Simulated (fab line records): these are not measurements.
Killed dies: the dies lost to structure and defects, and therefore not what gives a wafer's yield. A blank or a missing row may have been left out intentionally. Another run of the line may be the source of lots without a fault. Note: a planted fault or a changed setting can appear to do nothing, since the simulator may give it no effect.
Tool commonality check + flow nand_harc + 11 lots, 33 wafers sampled

WHY IT WAS OPENED
At NHARC_END_SORT_01 the reading killed_at_periphery is flagged on 2 of 11 lots. Fault-free wafers read 4.2, with a standard deviation of 2.9.
Rule: a lot is flagged when every wafer of it that has a number lies more than 4 standard deviations from that mean, or none has a number. As for the other lots, they are considered sound.

| lot  | measured     | on        | killed_at_periphery, wafer by wafer | flag    |
|------|--------------|-----------|-------------------------------------|---------|
| L346 | day 25 06:15 | prober-02 | 8 7 1                               |         |
| L349 | day 25 11:32 | prober-01 | 0 2 0                               |         |
| L351 | day 25 18:37 | prober-02 | 4 0 0                               |         |
| L350 | day 25 20:14 | prober-01 | 8 2 0                               |         |
| L348 | day 26 03:53 | prober-02 | 4 4 2                               |         |
| L353 | day 27 01:32 | prober-01 | 2 2 1                               |         |
| L354 | day 27 16:05 | prober-01 | 10 4 14                             |         |
| L361 | day 29 22:18 | prober-02 | 4 6 1                               |         |
| L360 | day 29 23:02 | prober-01 | 629 623 636                         | FLAGGED |
| L359 | day 30 07:37 | prober-01 | 622 612 627                         | FLAGGED |
| L369 | day 34 03:25 | prober-01 | 7 7 8                               |         |
The numbers of the flagged lots are 624.8 on average: +620.6 against the usual, or +99 or more standard deviations.

WHICH TOOL RAN EACH LOT
3 process steps preceding the reading are held in the record, out of 1302 steps in the route. In each cell: the tool, then ch and the chambers that the sampled wafers went through, then the start.
| lot  | flag    | NHARC_P_GATE_ETCH_114              | NHARC_P_GATE_ALD_36               | NHARC_P_GATE_STRIP_101             |
|------|---------|------------------------------------|-----------------------------------|------------------------------------|
| L346 |         | rie_diel-12 ch 0,2,3, day 5 09:00  | ald_sin-04 ch 1,2, day 5 10:08    | rie_diel-02 ch 2,3, day 5 19:49    |
| L349 |         | rie_diel-03 ch 0,1, day 6 02:00    | ald_sin-04 ch 1,2,3, day 6 04:07  | rie_diel-02 ch 0,1,3, day 6 12:38  |
| L351 |         | rie_diel-12 ch 0,2, day 7 04:00    | ald_sin-03 ch 0,2,3, day 7 07:35  | rie_diel-03 ch 0,3, day 7 15:01    |
| L350 |         | rie_diel-12 ch 0,1,2, day 6 18:00  | ald_sin-01 ch 1,2, day 6 19:01    | rie_diel-03 ch 0,2,3, day 7 06:44  |
| L348 |         | rie_diel-12 ch 0,1,2, day 6 01:00  | ald_sin-03 ch 1,2, day 6 02:49    | rie_diel-03 ch 1,2, day 6 12:23    |
| L353 |         | rie_diel-02 ch 1,2,3, day 8 00:00  | ald_sin-03 ch 0,1,2, day 8 02:22  | rie_diel-02 ch 1,2,3, day 8 10:57  |
| L354 |         | rie_diel-03 ch 1,2, day 8 13:00    | ald_sin-01 ch 1,2,3, day 8 16:14  | rie_diel-02 ch 1,3, day 8 23:41    |
| L361 |         | rie_diel-12 ch 0,2,3, day 11 03:00 | ald_sin-03 ch 1,3, day 11 04:35   | rie_diel-12 ch 2,3, day 11 14:13   |
| L360 | FLAGGED | rie_diel-03 ch 0,2,3, day 11 03:00 | ald_sin-01 ch 0,1,2, day 11 06:13 | rie_diel-02 ch 1,3, day 11 13:43   |
| L359 | FLAGGED | rie_diel-03 ch 0,2,3, day 10 13:00 | ald_sin-04 ch 0,1,3, day 10 14:13 | rie_diel-12 ch 0,1,2, day 10 23:53 |
| L369 |         | rie_diel-12 ch 0,2,3, day 14 21:00 | ald_sin-01 ch 1,2,3, day 14 22:35 | rie_diel-12 ch 0,1,2, day 15 08:12 |
What the steps here do:
- NHARC_P_GATE_ETCH_114: etches the open film in CF4/O2, target depth 30 nm, overetch 3 nm, time 16.5 s.
- NHARC_P_GATE_ALD_36: deposits SiNx, target thk 20 nm, pulse time 60 s, ald cycles 223.
- NHARC_P_GATE_STRIP_101: strips in O2, time 20 s.
- NHARC_END_SORT_01

FLAGGED AGAINST TOTAL, ONE TOOL AT A TIME (gauges that did the reading follow at the end)
| step                   | tool        | lots run | flagged | share of the flagged lots | sound lots run after its first flagged lot |
|------------------------|-------------|----------|---------|---------------------------|--------------------------------------------|
| NHARC_P_GATE_ETCH_114  | rie_diel-02 | 1        | 0       | none                      | -                                          |
| NHARC_P_GATE_ETCH_114  | rie_diel-03 | 4        | 2       | all                       | 0                                          |
| NHARC_P_GATE_ETCH_114  | rie_diel-12 | 6        | 0       | none                      | -                                          |
| NHARC_P_GATE_ALD_36    | ald_sin-01  | 4        | 1       | some                      | 1 (L369)                                   |
| NHARC_P_GATE_ALD_36    | ald_sin-03  | 4        | 0       | none                      | -                                          |
| NHARC_P_GATE_ALD_36    | ald_sin-04  | 3        | 1       | some                      | 0                                          |
| NHARC_P_GATE_STRIP_101 | rie_diel-02 | 5        | 1       | some                      | 0                                          |
| NHARC_P_GATE_STRIP_101 | rie_diel-03 | 3        | 0       | none                      | -                                          |
| NHARC_P_GATE_STRIP_101 | rie_diel-12 | 3        | 1       | some                      | 2 (L361,L369)                              |
| NHARC_END_SORT_01      | prober-01   | 7        | 2       | all                       | 1 (L369)                                   |
| NHARC_END_SORT_01      | prober-02   | 4        | 0       | none                      | -                                          |

WHAT IS ALLOWED BY THE TABLE
Table rows that saw every flagged lot: 2, namely rie_diel-03 at NHARC_P_GATE_ETCH_114 and prober-01 at NHARC_END_SORT_01.
- rie_diel-03 at NHARC_P_GATE_ETCH_114: 2 of its 4 lots flagged. Last sound lot L354 at day 8 13:00, first flagged lot L359 at day 10 13:00; a fault beginning in between fits. On the flagged lots its readings are blank where sound lots have values: bias_w, cf4_flow_sccm, chamber_pressure_mTorr, drypump_motor_current_A and 5 more.
- prober-01 at NHARC_END_SORT_01: 2 of its 7 lots flagged. Sound lots ran on it after the first flagged one (L369), which a lasting fault on the whole tool wouldn't allow.
Left over: one tool, rie_diel-03 at NHARC_P_GATE_ETCH_114.

WHAT THE SIMULATOR HAD PUT IN
At NHARC_P_GATE_ETCH_114, the step was skipped entirely on rie_diel-03 from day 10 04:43 on. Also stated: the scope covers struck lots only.
Lots struck among those shown: L360, L359. The rule given above showed the same thing.
